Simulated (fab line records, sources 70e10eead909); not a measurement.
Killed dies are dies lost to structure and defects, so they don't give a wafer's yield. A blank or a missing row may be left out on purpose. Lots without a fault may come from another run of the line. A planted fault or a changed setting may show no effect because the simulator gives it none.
fab line records | flow nand_harc
record lots=6 wafers=15 last_day=32
route steps=1302 shown P_BONDPAD@385 A_START@389 A_ZERO_WELL@390 END@1302
lots that met no fault: from a run of the same line without faults
start_h: hours from the record's first day to the start of the lot's first wafer shown | wait_h: hours since the lot's step before | " the same as in the row above | L1.1+2: a row that stands for several wafers | - no value, or no start given | * or withheld: withheld | < > ~ a bound
route shown NAME@n: a module of which the file shows steps, and the number in the route of the first | usual: mean/standard deviation of fault-free wafers | same: alike in all rows | chamber/n: place in a boat | sites: the reading at each site | _std_site: their standard deviation | _edge_site: outer sites' mean less inner sites' | radius_mm: how far each site lies from the wafer's centre | mask NAME#n: copy n | behind: the tool/chamber that last shaped the wafer | hold: why the lot was held/for how many hours/how that ended | device: the transistor (n, p or np) that didn't switch | end of line: the same wafers' tests at the end of the route | a step without rows: its recipe alone | killed: dies lost to structure and defects at the first sort, not the wafer's yield | map: a wafer's dies, x killed, . not, _ none there
set.NAME: the setting as run; set.NAME@STEP: as run at that earlier step | model.NAME: the simulator's own value behind a step, which no gauge read
lots at some steps of the route; a table a step, a row a wafer
services: from which hour (start_h, from the record's first day; less than 0 if before it) a tool's chamber was out of use, for how many hours, and why
## steps
# step NHARC_P_BONDPAD_INSPECT_23
# usual raw_defect_count=311/110
# columns lot.wafer tool chamber start_h wait_h raw_defect_count
L695.3 defect_inspect-02 - 137.60 0.0 417
L695.4 " - " " 242
L695.5 " - " " 397
L698.1 defect_inspect-02 - 165.39 0.0 240
L698.3 " - " " 303
L698.6 " - " " 388
L707.6 defect_inspect-02 - 259.93 0.0 204
L708.4 defect_inspect-02 - 263.64 0.0 232
L708.6 " - " " 232
L715.4 defect_inspect-01 - 333.75 0.0 287
L715.5 " - " " 237
L715.6 " - " " 637
L716.3 defect_inspect-01 - 346.49 0.0 363
L716.4 " - " " 260
L716.5 " - " " 205
# step NHARC_P_BONDPAD_ACTIVATE_29
# recipe time_s=60 n2_flow_sccm=200 ar_flow_sccm=0 bias_power_w=0 chemistry=N2
# usual drypump_motor_current_A=5.7/0.45 oes_product_au=1.004/0.012 rf_vpp_V=64.2/0.89 showerhead_plenum_p_Torr=1.79/0.075
# same time_s=60
# columns lot.wafer tool chamber start_h wait_h drypump_motor_current_A oes_product_au rf_hours_counter_h rf_vpp_V showerhead_plenum_p_Torr
L695.4 rie_diel-09 3 137.68 0.1 5.8 0.993 9 66.4 1.86
L695.3 " 0 " " 4.9 0.995 9 64.0 1.70
L695.5 " 1 " " 6.1 0.986 - 64.8 1.75
L698.1 rie_diel-09 0 165.45 0.1 4.9 1.002 0 63.1 1.70
L698.3 " 3 " " 5.8 1.006 0 65.7 1.86
L698.6 " 0 " " 5.0 1.018 - 63.2 1.70
L707.6 rie_diel-09 1 260.04 0.1 6.1 0.996 - 62.6 1.75
L708.4 rie_diel-01 1 263.73 0.1 5.7 1.037 4 64.6 1.86
L708.6 " 3 " " 6.0 0.996 - 64.1 1.66
L715.4 rie_diel-09 0 333.81 0.1 5.0 0.992 1 63.4 1.70
L715.6 " 0 " " 4.9 0.999 - 63.2 1.70
L715.5 " 1 " " 6.1 1.000 - 64.0 1.75
L716.3 rie_diel-12 1 346.57 0.1 5.7 1.007 2 64.5 1.89
L716.4 " 2 " " 5.0 1.002 2 64.6 1.83
L716.5 " 0 " " 5.3 1.001 - 65.1 1.84
# step NHARC_P_BONDPAD_PRECLEAN_30
# recipe time_s=300 temp_c=23 chemistry=DIW
# step NHARC_P_BONDPAD_SRD_31
# recipe time_s=30 temp_c=23 dry_time_s=20 spin_rpm=1500
# step NHARC_A_START_INSPECT_01
# usual raw_defect_count=3.5/2
# columns lot.wafer tool chamber start_h wait_h raw_defect_count
L695.3 defect_inspect-01 - 138.07 - 3
L695.4 " - " " 1
L695.5 " - " " 2
L698.1 defect_inspect-02 - 165.86 - 1
L698.3 " - " " 2
L698.6 " - " " 2
L707.6 defect_inspect-02 - 260.40 - 1
L708.4 defect_inspect-01 - 264.10 - 3
L708.6 " - " " 6
L715.4 defect_inspect-01 - 334.22 - 0
L715.5 " - " " 3
L715.6 " - " " 0
L716.3 defect_inspect-02 - 346.95 - 7
L716.4 " - " " 4
L716.5 " - " " 0
# step NHARC_A_ZERO_WELL_PRECLEAN_00
# recipe time_s=600 temp_c=120 chemistry=SPM
# step NHARC_A_ZERO_WELL_SRD_01
# step NHARC_A_ZERO_WELL_DEHYDRATE_02
# recipe temp_c=150 time_s=120
# step NHARC_A_ZERO_WELL_HMDS_03
# recipe time_s=30
# step NHARC_A_ZERO_WELL_COAT_18
# recipe temp_c=200 time_s=65
# step NHARC_A_ZERO_WELL_COAT_04
# recipe spin_rpm=2000 resist_thk_nm=600
# step NHARC_A_ZERO_WELL_SOFTBAKE_05
# recipe temp_c=125 time_s=70
# usual heater_power_total_W=201.1/1.3 resist_line_temp_C=23.01/0.086
# same time_s=70
# columns lot.wafer tool chamber start_h wait_h heater_power_total_W resist_line_temp_C
L695.3 litho_track-03 0 138 - 199.4 23.22
L695.4 " 0 " " 202.6 23.02
L695.5 " 0 " " 202.6 23.11
L698.1 litho_track-03 0 166 - 199.5 23.00
L698.3 " 0 " " 201.1 22.99
L698.6 " 0 " " 200.4 23.06
L707.6 litho_track-03 0 260 - 195.7 23.19
L708.4 litho_track-03 0 264 - 195.3 22.97
L708.6 " 0 " " 195.0 23.04
L715.4 litho_track-07 0 334 - 201.0 23.06
L715.5 " 0 " " 199.3 23.04
L715.6 " 0 " " 202.2 23.10
L716.3 litho_track-03 0 347 - 202.8 23.00
L716.4 " 0 " " 198.9 22.98
L716.5 " 0 " " 201.7 23.06
# step NHARC_A_ZERO_WELL_EBR_06
# step NHARC_END_SORT_01
# recipe temp_c=25
# usual killed_at_array=56/19 killed_at_other=0.6/1 killed_at_periphery=3.9/2.7 killed_dies=61/19 killed_open=3.3/1.9 killed_short=2.4/1.7
# same gross_dies=677
# columns lot.wafer tool chamber start_h wait_h killed_at_array killed_at_other killed_at_periphery killed_dies killed_open killed_short
L698.1 prober-02 0 588.15 2.5 81 0 1 82 6 1
L698.3 prober-02 0 589.76 3.1 61 0 4 65 4 3
L698.6 prober-02 0 592.18 4.0 76 0 3 79 5 3
L715.4 prober-02 0 767.41 3.4 74 0 4 78 4 1
L715.5 prober-02 0 768.21 3.7 75 1 1 77 3 1
L715.6 prober-02 0 769.00 4.0 82 0 6 88 2 5
# killed by level:class
L698.1 A_CHANNEL_HOLE_D1:chamber_film_flake=36 A_SLIT:chamber_film_flake=22 A_CHANNEL_HOLE_D2:chamber_film_flake=10 A_CONTACT:chamber_film_flake=5 A_ONON_D1:geometric_particle:open=1 A_ONON_D1:geometric_particle:short=1 A_CHANNEL_FILL_D2:geometric_particle:open=1 A_WL_FILL:geometric_particle:open=1
L698.3 A_CHANNEL_HOLE_D1:chamber_film_flake=34 A_SLIT:chamber_film_flake=14 A_CHANNEL_HOLE_D2:chamber_film_flake=5 P_ZERO_WELL:geometric_particle:short=1 P_CONTACT:geometric_particle:open=1 A_ONON_D1:geometric_particle:short=1 A_CHANNEL_FILL_D2:geometric_particle:short=1 A_CHANNEL_FILL_D2:geometric_particle:open=1
L698.6 A_CHANNEL_HOLE_D1:chamber_film_flake=35 A_SLIT:chamber_film_flake=25 A_STAIRCASE:chamber_film_flake=3 A_CHANNEL_HOLE_D2:chamber_film_flake=3 A_CHANNEL_FILL_D1:geometric_particle:open=2 P_ZERO_WELL:chamber_film_flake=2 A_SOURCE_PLATE:geometric_particle:open=1 A_ONON_D1:geometric_particle:short=1
L715.4 A_SLIT:chamber_film_flake=22 A_CHANNEL_HOLE_D1:chamber_film_flake=20 A_CHANNEL_HOLE_D2:chamber_film_flake=10 A_CONTACT:chamber_film_flake=9 A_STAIRCASE:chamber_film_flake=7 P_BONDPAD:chamber_film_flake=3 P_STI:geometric_particle:short=1 A_ONON_D1:geometric_particle:open=1
L715.5 A_SLIT:chamber_film_flake=29 A_CHANNEL_HOLE_D2:chamber_film_flake=20 A_CHANNEL_HOLE_D1:chamber_film_flake=10 A_CONTACT:chamber_film_flake=6 A_STAIRCASE:chamber_film_flake=5 A_CHANNEL_FILL_D1:geometric_particle:short=1 A_CHANNEL_FILL_D1:geometric_particle:open=1 A_ONON_D2:geometric_particle:open=1
L715.6 A_CHANNEL_HOLE_D2:chamber_film_flake=37 A_SLIT:chamber_film_flake=19 A_CHANNEL_HOLE_D1:chamber_film_flake=8 P_BONDPAD:chamber_film_flake=4 A_STAIRCASE:chamber_film_flake=4 A_CONTACT:chamber_film_flake=4 A_CHANNEL_FILL_D2:geometric_particle:short=2 A_DECK1_JOINT:chamber_film_flake=2
## services
# columns tool chamber start_h hours kind
rie_diel-09 0 122.19 - clean
rie_diel-09 1 122.19 - clean
rie_diel-09 2 122.19 - clean
rie_diel-09 3 122.19 - clean
rie_diel-09 - 143.10 9.0 pm
rie_diel-09 0 143.10 9.0 vent_cycle
rie_diel-09 1 143.10 9.0 vent_cycle
rie_diel-09 2 143.10 9.0 vent_cycle
rie_diel-09 3 143.10 9.0 vent_cycle
rie_diel-09 0 152.10 - clean
rie_diel-09 1 152.10 - clean
rie_diel-12 0 160.49 7.1 repair
rie_diel-12 3 164.04 5.3 repair
rie_diel-12 2 191.35 4.6 repair
rie_diel-12 1 191.55 3.9 repair
rie_diel-01 - 203.82 9.0 pm
rie_diel-09 3 208.63 14.7 repair
rie_diel-09 0 240.13 6.7 repair
litho_track-07 - 251.00 7.0 pm
rie_diel-12 - 268.40 9.0 pm
litho_track-03 - 275.00 7.0 pm
rie_diel-09 3 289.91 5.8 repair
rie_diel-09 0 309.76 4.6 repair
rie_diel-09 - 320.11 9.0 pm
## key
first_sign step=NHARC_A_ZERO_WELL_SOFTBAKE_05 reading=heater_power_total_W direction=down sigmas=4.4 usual=* struck=*
effect none on later readings
met_at NHARC_A_ZERO_WELL_SOFTBAKE_05
struck_wafers L707.6,L708.4,L708.6
tester_left_out L707,L708
onset_between 166 260
fault kind=process_parameter_drift tool=litho_track-03 chamber=- onset_h=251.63 steps=NHARC_A_ZERO_WELL_SOFTBAKE_05 channel=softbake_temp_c offset=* shape=step end_h=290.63 acts_in=* stated=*
# tester_left_out: of these lots the tester's yield and bins aren't shown, on N5 and GAA mostly nor the transistor test; their killed dies are dies lost to structure and defects alone, not to doping, threshold or leakage, so they don't give the yield
